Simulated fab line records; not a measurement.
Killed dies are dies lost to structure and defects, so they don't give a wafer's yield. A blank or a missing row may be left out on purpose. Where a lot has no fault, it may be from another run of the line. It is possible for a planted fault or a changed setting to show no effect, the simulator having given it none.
A struck lot beside a sound one	flow n5Finfet	16 steps out of a route of 1938
Sound: these wafers, L710.3, L710.4, L710.6. Struck: wafer L730.5. (L730.1 of the same lot was not struck and is left out.) The cause comes at the end.
Each step with rows lists, per side, the tool, then ch with its chambers, then its first start. Under that, the readings that differ: sound wafers	struck wafers	difference of the means	sigmas: that difference in standard deviations of wafers without a fault.
alike: readings whose means differ by less than 2 such deviations, and words and numbers that are the same on both sides. not compared: withheld readings, readings that some wafer has no value for, bounds like >300 that may hide the same value, and numbers for which the record gives no deviation and whose values overlap.
Wherever a step has rows on one side only, a row that says differs or no value, or a row with sigmas, the two part there. Non-overlapping numbers with no deviation appear without sigmas and do not part them. A reading missing from all wafers of one side parts the sides only when that side holds two or more wafers.

first, 1 step without rows for these wafers: N5_BEOL_M3_SPUTTER_92 (material Cu, target thk 4.5 nm, time 8.29 s).
N5_BEOL_M3_ANNEAL_93: time 240 s.
  struck on pvdSputter-02, day 12 04:14; sound on pvdSputter-01, day 7 06:20
  alike: heaterPowerW
then, 1 step without rows for these wafers: N5_BEOL_M3_SPUTTER_94 (material Cu, target thk 4.5 nm, time 8.29 s).
N5_BEOL_M3_ANNEAL_95: time 240 s.
  struck on pvdSputter-02, day 12 04:27; sound on pvdSputter-01, day 7 06:34
  alike: heaterPowerW
N5_BEOL_M3_SPUTTER_96: material Cu, target thk 4.5 nm, time 8.29 s.
  struck on pvdSputter-02, day 12 04:35; sound on pvdSputter-01, day 7 06:42
reading	sound	struck	difference	sigmas
chuckSensorTempC (C)	-16.4 -16.3 -16.2	-15.5	+0.8	+2
  alike: throttleValvePct
then, 1 step without rows for these wafers: N5_BEOL_M3_ECD_50 (material Cu, target thk 300 nm).
N5_BEOL_M3_ANNEAL_51: time 90 s.
  sound on rtpAnneal-02 ch 0, day 7 07:00; struck on rtpAnneal-02 ch 0, day 12 04:47
  alike: wafer_temp_C_max
then, 1 step without rows for these wafers: N5_BEOL_M3_CMP_52 (polishes, stops on SiOC, t overpolish 6.8 s, target thk 40 nm).
N5_BEOL_M3_THK_MEAS_53: measures by xrf.
  struck on filmMetro-02, day 12 05:23; sound on filmMetro-01, day 7 07:31
  alike: M3_THK
then, 1 step without rows for these wafers: N5_BEOL_M3_PRE_CLEAN_60 (time 15 s).
N5_BEOL_M3_CO_CAP_55: material Co, precursor CCTBA/H2, target thk 2 nm, time 102.1 s.
  sound on cvdCo-01 ch 0,1, day 7 07:35; struck on cvdCo-02 ch 2, day 12 05:28
  alike: chamberPressureTorr, heaterPowerW
then, 1 step without rows for these wafers: N5_BEOL_M3_PRE_CLEAN_56 (time 15 s).
N5_BEOL_M3_DEP_57: deposits SiCN from 3MS/NH3, target thk 8 nm, time 14 s.
  sound on pecvd-01 ch 0,2, day 7 07:43; struck on pecvd-02 ch 0, day 12 05:34
reading	sound	struck	difference	sigmas
model.SiCN_of_BEOL_M3_DEP_57.thkNm (nm)	8.4 8.2 8.6	10.6	+2.2	
  alike: chamberPressureTorr, showerheadPlenumPTorr, throttleValvePct
N5_BEOL_M3_RS_MEAS_58: measures by four-point-probe.
  struck on filmMetro-02, day 12 05:38; sound on filmMetro-02, day 7 07:47
  alike: M3_RS
N5_BEOL_M4_RC_MEAS_101:
  sound on prober-01 ch 0, day 7 17:43; struck on prober-01 ch 0, day 12 22:43
  alike: DIBL_N, DIBL_P, IOFF_N, IOFF_P, ION_N, ION_P, SS_N, SS_P, VT_N, VT_P
-- here the record skips 5 days between the struck wafers' starts before and after, leaving off in module BEOL_M4 and picking up in module PASSIVATION (first step shown: number 1936 of the route) --
N5_PASSIVATION_PROBE_49:
  struck on prober-01, day 17 18:27; sound on prober-02, day 12 05:14
reading	sound	struck	difference	sigmas
defectLimitedYield (%)	87.5 88.7 89.9	93.1	+4.4	+3
killedAtFrontEnd	45 41 68	24	-27	-2
killedDies	147 133 119	82	-51	-3
killedOpen	97 93 78	57	-32	-2
sort_bin_5_function (%)	7.7 7.0 7.1	4.2	-3.1	-3
sortNPass	1033 1047 1061	1098	+51	+2
sortYieldPct (%)	87.5 88.7 89.9	93.1	+4.4	+2
  alike: killed_at_M0_to_M3, killed_at_M4_up, killedAtContacts, killedAtOther, killedShort, sort_bin_6_memory

WHERE THEY PART
Earliest at N5_BEOL_M3_SPUTTER_96; latest, in this record, at N5_PASSIVATION_PROBE_49.

WHY: whatever the simulator had introduced
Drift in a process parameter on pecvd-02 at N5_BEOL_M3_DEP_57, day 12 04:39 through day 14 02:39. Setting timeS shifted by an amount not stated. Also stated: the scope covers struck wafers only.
